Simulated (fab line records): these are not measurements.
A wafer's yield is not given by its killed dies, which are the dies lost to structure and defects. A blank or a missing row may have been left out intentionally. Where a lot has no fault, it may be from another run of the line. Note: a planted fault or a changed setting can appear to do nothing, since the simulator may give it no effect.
Matching of chambers || flow n5-finfet || N5_SDB_HM_OPEN_20 on rie-diel-02: 4 sister chambers
The step chemistry CH3F/O2, target SiNx, stops on poly-Si, target depth 24 nm. 8 wafers are shown with their chamber, then 8 later ones without.

## WAFERS, EACH WITH ITS CHAMBER
{"wafer": "L085.2", "chamber": 1, "showerhead-plenum-p-Torr (Torr)": 2.00, "throttle-valve-pct (%)": 16.15}
{"wafer": "L087.2", "chamber": 2, "showerhead-plenum-p-Torr (Torr)": 2.00, "throttle-valve-pct (%)": 16.76}
{"wafer": "L087.3", "chamber": 3, "showerhead-plenum-p-Torr (Torr)": 2.02, "throttle-valve-pct (%)": 16.25}
{"wafer": "L087.6", "chamber": 0, "showerhead-plenum-p-Torr (Torr)": 1.94, "throttle-valve-pct (%)": 16.33}
{"wafer": "L089.2", "chamber": 1, "showerhead-plenum-p-Torr (Torr)": 2.00, "throttle-valve-pct (%)": 16.18}
{"wafer": "L089.3", "chamber": 0, "showerhead-plenum-p-Torr (Torr)": 1.93, "throttle-valve-pct (%)": 16.33}
{"wafer": "L089.6", "chamber": 3, "showerhead-plenum-p-Torr (Torr)": 2.02, "throttle-valve-pct (%)": 16.25}
{"wafer": "L092.3", "chamber": 2, "showerhead-plenum-p-Torr (Torr)": 2.00, "throttle-valve-pct (%)": 16.79}

## WAFERS WHOSE CHAMBER IS MISSING
{"wafer": "L092.4", "showerhead-plenum-p-Torr (Torr)": 1.93, "throttle-valve-pct (%)": 16.35}
{"wafer": "L092.6", "showerhead-plenum-p-Torr (Torr)": 2.00, "throttle-valve-pct (%)": 16.77}
{"wafer": "L096.1", "showerhead-plenum-p-Torr (Torr)": 2.00, "throttle-valve-pct (%)": 16.20}
{"wafer": "L096.2", "showerhead-plenum-p-Torr (Torr)": 1.93, "throttle-valve-pct (%)": 16.34}
{"wafer": "L096.3", "showerhead-plenum-p-Torr (Torr)": 2.01, "throttle-valve-pct (%)": 16.28}
{"wafer": "L097.1", "showerhead-plenum-p-Torr (Torr)": 2.01, "throttle-valve-pct (%)": 16.26}
{"wafer": "L097.2", "showerhead-plenum-p-Torr (Torr)": 2.00, "throttle-valve-pct (%)": 16.20}
{"wafer": "L097.4", "showerhead-plenum-p-Torr (Torr)": 1.93, "throttle-valve-pct (%)": 16.39}

## EACH ONE'S CHAMBER
{"wafer": "L092.4", "from the rows above": 0, "in truth": 0}
{"wafer": "L092.6", "from the rows above": 2, "in truth": 2}
{"wafer": "L096.1", "from the rows above": 1, "in truth": 1}
{"wafer": "L096.2", "from the rows above": 0, "in truth": 0}
{"wafer": "L096.3", "from the rows above": 3, "in truth": 3}
{"wafer": "L097.1", "from the rows above": 3, "in truth": 3}
{"wafer": "L097.2", "from the rows above": 1, "in truth": 1}
{"wafer": "L097.4", "from the rows above": 0, "in truth": 0}
Placed correctly: 8 of 8. Can't be placed from these rows: 0. Wrongly placed: 0.
How it was worked out, from the rows above alone: a wafer's distance from a chamber is the root of the sum, over the readings, of the square of ((its reading less the chamber's mean) divided by the reading's scatter). If the next closest chamber is less than 2 further off than the closest, the wafer can't be placed; otherwise it belongs to the closest. Each chamber's mean is taken over the wafers shown for it. The scatter: take each reading less its chamber's mean, square it, sum over the shown wafers, divide by the number of wafers less the number of chambers, and take the root.
